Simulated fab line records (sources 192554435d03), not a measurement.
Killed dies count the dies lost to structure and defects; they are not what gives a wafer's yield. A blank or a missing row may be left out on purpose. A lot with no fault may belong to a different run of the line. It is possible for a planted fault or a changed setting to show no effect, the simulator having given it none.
Split-lot trial -- flow n5-finfet -- route with 1938 steps; 7 lots, 21 wafers read

## SPLIT DETAILS
At N5_BEOL_M11_VIA_ETCH_34 (etches SiCOH lowk in C4F6/O2, target depth 184.5 nm, time 69.2 s), the setting time-s was moved away from the recipe's 69.2 s on 6 of the 21 wafers read, by -21.6% to +18.7%. All remaining wafers had this setting at the recipe value.

The split's own step is where the reading is taken.

## THE READING
SOC_of_BEOL_M11_COAT_63.thk-nm (the simulator's own value, which no gauge read), in nm, at N5_BEOL_M11_VIA_ETCH_34 (etches SiCOH lowk in C4F6/O2, target depth 184.5 nm, time 69.2 s). The file gives no usual value for it. Average 91.9 nm, standard deviation 0.37 nm, over the 15 wafers here run with the recipe.

wafer,"tool, chamber at the split","time-s as run, s",against the recipe,"SOC_of_BEOL_M11_COAT_63.thk-nm, nm",against lot-mates on the recipe
L081.1,"rie-diel-04, 0",78.87,+14.0%,90.6,-0.8
L081.2,"rie-diel-04, 1",78.87,+14.0%,90.8,-0.6
L081.4,"rie-diel-04, 3",69.2,recipe,91.4,-
L083.1,"rie-diel-04, 3",82.12,+18.7%,90.8,-1.0
L083.2,"rie-diel-04, 2",69.2,recipe,91.8,-
L083.5,"rie-diel-04, 3",82.12,+18.7%,91,-0.8
L084.1,"rie-diel-03, 2",69.2,recipe,91.4,-
L084.5,"rie-diel-03, 2",69.2,recipe,91.4,-
L084.6,"rie-diel-03, 3",69.2,recipe,91.4,-
L086.2,"rie-diel-04, 3",69.2,recipe,92.4,-
L086.3,"rie-diel-04, 0",69.2,recipe,92,-
L086.4,"rie-diel-04, 3",69.2,recipe,92.2,-
L088.1,"rie-diel-05, 2",56.55,-18.3%,93,+1.4
L088.3,"rie-diel-05, 3",69.2,recipe,91.6,-
L088.6,"rie-diel-05, 3",69.2,recipe,91.6,-
L093.1,"rie-diel-05, 2",69.2,recipe,92,-
L093.3,"rie-diel-05, 0",69.2,recipe,92.2,-
L093.5,"rie-diel-05, 2",69.2,recipe,92.4,-
L091.4,"rie-diel-05, 0",69.2,recipe,92.2,-
L091.5,"rie-diel-05, 3",54.24,-21.6%,93.8,+1.6
L091.6,"rie-diel-05, 0",69.2,recipe,92.2,-

FIT RESULTS
A straight line over all 21 wafers: SOC_of_BEOL_M11_COAT_63.thk-nm changes by -0.07 nm for each +1% of time-s; r = -0.88; the points scatter about the line by 0.37 nm.
The same after taking each lot's own level away (the mean of its wafers on the recipe; 21 wafers): -0.0609 nm for each +1%; r = -0.97; scatter 0.15 nm.
On that fit, the largest move of time-s shifts the reading by 1.3 nm.
The lots' own levels span 91.40 to 92.20 nm, that is 2.2 times the standard deviation above.
So the slope is not independent of the lot-to-lot level: the two fits are not the same.
Check: for one of the wafers moved furthest among these (-21.6%), held out of the fit, the line's prediction against its lot-mates is +1.27 nm. It came out at +1.6 nm against them.

## THE WHOLE CHAIN: every reading that the file lists as answering this split, in the file's order
step,what it does,reading,change (the file's fit),r (the file's)
N5_BEOL_M11_VIA_ETCH_34,"etches SiCOH lowk in C4F6/O2, target depth 184.5 nm, time 69.2 s","etch.depth-nm (the simulator's own value, which no gauge read)",+1.76 nm for each +1% of the setting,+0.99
N5_BEOL_M11_VIA_ETCH_34,"etches SiCOH lowk in C4F6/O2, target depth 184.5 nm, time 69.2 s","SOC_of_BEOL_M11_COAT_63.thk-nm (the simulator's own value, which no gauge read)",-0.0645 nm for each +1% of the setting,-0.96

## FILE'S OWN FIT
SOC_of_BEOL_M11_COAT_63.thk-nm changes by -0.0645 nm for each +1% of time-s, r = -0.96.
